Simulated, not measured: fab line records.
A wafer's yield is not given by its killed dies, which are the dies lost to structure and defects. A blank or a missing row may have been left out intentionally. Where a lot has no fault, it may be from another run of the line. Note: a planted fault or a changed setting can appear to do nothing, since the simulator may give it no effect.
Check of tool commonality || flow n5Finfet || Sampled: 11 lots, 33 wafers

== WHAT PROMPTED THE OPENING ==
At N5_BEOL_M10_OVL_MEAS_29 the reading V9_OVL is flagged on 2 of 11 lots. No-fault wafers: 0.7 nm, standard deviation 0.76.
Rule: a lot is flagged in two cases, either no wafer of it has a number, or all its wafers with numbers fall more than 4 standard deviations from that mean. The other lots count as sound.

{"lot": "L439", "measured": "day 9 20:43", "on": "overlay-01", "V9_OVL (nm), wafer by wafer": "0.4 1.5 1.0", "flag": ""}
{"lot": "L440", "measured": "day 10 07:02", "on": "overlay-01", "V9_OVL (nm), wafer by wafer": "1.2 0.0 0.9", "flag": ""}
{"lot": "L442", "measured": "day 11 00:49", "on": "overlay-02", "V9_OVL (nm), wafer by wafer": "0.1 -0.1 0.5", "flag": ""}
{"lot": "L448", "measured": "day 13 00:11", "on": "overlay-01", "V9_OVL (nm), wafer by wafer": "7.8 8.0 8.1", "flag": "FLAGGED"}
{"lot": "L452", "measured": "day 14 02:55", "on": "overlay-02", "V9_OVL (nm), wafer by wafer": "1.0 1.2 1.1", "flag": ""}
{"lot": "L450", "measured": "day 14 03:05", "on": "overlay-02", "V9_OVL (nm), wafer by wafer": "7.7 6.7 7.7", "flag": "FLAGGED"}
{"lot": "L451", "measured": "day 14 03:14", "on": "overlay-01", "V9_OVL (nm), wafer by wafer": "0.7 0.4 1.5", "flag": ""}
{"lot": "L455", "measured": "day 14 07:53", "on": "overlay-02", "V9_OVL (nm), wafer by wafer": "1.6 2.0 1.1", "flag": ""}
{"lot": "L458", "measured": "day 15 08:40", "on": "overlay-02", "V9_OVL (nm), wafer by wafer": "1.8 1.0 1.2", "flag": ""}
{"lot": "L460", "measured": "day 15 15:15", "on": "overlay-01", "V9_OVL (nm), wafer by wafer": "0.9 1.2 1.4", "flag": ""}
{"lot": "L462", "measured": "day 17 00:24", "on": "overlay-01", "V9_OVL (nm), wafer by wafer": "0.3 0.7 1.6", "flag": ""}
The numbers of the flagged lots are 7.7 nm on average: +7.0 nm against the usual, or +9 standard deviations.

== TOOL THAT RAN EACH LOT ==
2 process steps preceding the reading are held in the record, out of 1938 steps in the route. In each cell: the tool, then ch and the chambers that the sampled wafers went through, then the start.
{"lot": "L439", "flag": "", "N5_BEOL_M10_STRIP_67": "rieDiel-01 ch 0,2,3, day 9 18:44", "N5_BEOL_M10_EXPOSE_25": "arfiScanner-01 ch 0, day 9 20:34"}
{"lot": "L440", "flag": "", "N5_BEOL_M10_STRIP_67": "rieDiel-06 ch 0,1, day 10 06:22", "N5_BEOL_M10_EXPOSE_25": "arfiScanner-02 ch 0, day 10 06:53"}
{"lot": "L442", "flag": "", "N5_BEOL_M10_STRIP_67": "rieDiel-06 ch 2,3, day 10 19:44", "N5_BEOL_M10_EXPOSE_25": "arfiScanner-02 ch 0, day 11 00:40"}
{"lot": "L448", "flag": "FLAGGED", "N5_BEOL_M10_STRIP_67": "rieDiel-02 ch 1,3, day 12 23:32", "N5_BEOL_M10_EXPOSE_25": "arfiScanner-02 ch 0, day 13 00:02"}
{"lot": "L452", "flag": "", "N5_BEOL_M10_STRIP_67": "rieDiel-02 ch 1,2, day 14 01:39", "N5_BEOL_M10_EXPOSE_25": "arfiScanner-01 ch 0, day 14 02:46"}
{"lot": "L450", "flag": "FLAGGED", "N5_BEOL_M10_STRIP_67": "rieDiel-01 ch 0,2,3, day 14 01:12", "N5_BEOL_M10_EXPOSE_25": "arfiScanner-02 ch 0, day 14 02:56"}
{"lot": "L451", "flag": "", "N5_BEOL_M10_STRIP_67": "rieDiel-01 ch 0,1, day 14 01:44", "N5_BEOL_M10_EXPOSE_25": "arfiScanner-03 ch 0, day 14 03:05"}
{"lot": "L455", "flag": "", "N5_BEOL_M10_STRIP_67": "rieDiel-01 ch 1,2,3, day 14 06:59", "N5_BEOL_M10_EXPOSE_25": "arfiScanner-03 ch 0, day 14 07:43"}
{"lot": "L458", "flag": "", "N5_BEOL_M10_STRIP_67": "rieDiel-01 ch 1,2,3, day 15 06:38", "N5_BEOL_M10_EXPOSE_25": "arfiScanner-01 ch 0, day 15 08:30"}
{"lot": "L460", "flag": "", "N5_BEOL_M10_STRIP_67": "rieDiel-02 ch 1,2, day 15 14:13", "N5_BEOL_M10_EXPOSE_25": "arfiScanner-01 ch 0, day 15 15:05"}
{"lot": "L462", "flag": "", "N5_BEOL_M10_STRIP_67": "rieDiel-02 ch 0,1, day 16 23:43", "N5_BEOL_M10_EXPOSE_25": "arfiScanner-03 ch 0, day 17 00:14"}
What these steps do:
- N5_BEOL_M10_STRIP_67: strips in CF4.
- N5_BEOL_M10_EXPOSE_25: exposes mask V9.
- N5_BEOL_M10_OVL_MEAS_29

== FLAGGED OVER TOTAL, TOOL BY TOOL (the gauges that took the reading come last) ==
{"step": "N5_BEOL_M10_STRIP_67", "tool": "rieDiel-01", "lots run": 5, "flagged": 1, "share of the flagged lots": "some", "sound lots run after its first flagged lot": "3 (L451,L455,L458)"}
{"step": "N5_BEOL_M10_STRIP_67", "tool": "rieDiel-02", "lots run": 4, "flagged": 1, "share of the flagged lots": "some", "sound lots run after its first flagged lot": "3 (L452,L460,L462)"}
{"step": "N5_BEOL_M10_STRIP_67", "tool": "rieDiel-06", "lots run": 2, "flagged": 0, "share of the flagged lots": "none", "sound lots run after its first flagged lot": "-"}
{"step": "N5_BEOL_M10_EXPOSE_25", "tool": "arfiScanner-01", "lots run": 4, "flagged": 0, "share of the flagged lots": "none", "sound lots run after its first flagged lot": "-"}
{"step": "N5_BEOL_M10_EXPOSE_25", "tool": "arfiScanner-02", "lots run": 4, "flagged": 2, "share of the flagged lots": "all", "sound lots run after its first flagged lot": 0}
{"step": "N5_BEOL_M10_EXPOSE_25", "tool": "arfiScanner-03", "lots run": 3, "flagged": 0, "share of the flagged lots": "none", "sound lots run after its first flagged lot": "-"}
{"step": "N5_BEOL_M10_OVL_MEAS_29", "tool": "overlay-01", "lots run": 6, "flagged": 1, "share of the flagged lots": "some", "sound lots run after its first flagged lot": "3 (L451,L460,L462)"}
{"step": "N5_BEOL_M10_OVL_MEAS_29", "tool": "overlay-02", "lots run": 5, "flagged": 1, "share of the flagged lots": "some", "sound lots run after its first flagged lot": "2 (L455,L458)"}

== WHAT THE TABLE ALLOWS ==
All flagged lots share 1 row of the table, namely arfiScanner-02 at N5_BEOL_M10_EXPOSE_25.
- arfiScanner-02 at N5_BEOL_M10_EXPOSE_25: 2 of its 4 lots flagged. Last sound lot L442 at day 11 00:40, first flagged lot L448 at day 13 00:02; a fault beginning in between fits.
Left over: one tool, arfiScanner-02 at N5_BEOL_M10_EXPOSE_25.

== WHAT THE SIMULATOR PUT IN ==
Scanner matching overlay: arfiScanner-02, from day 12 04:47 on, at N5_BEOL_M10_EXPOSE_25. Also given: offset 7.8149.
Lots struck among those shown: L448, L450. The rule given above showed the same thing.
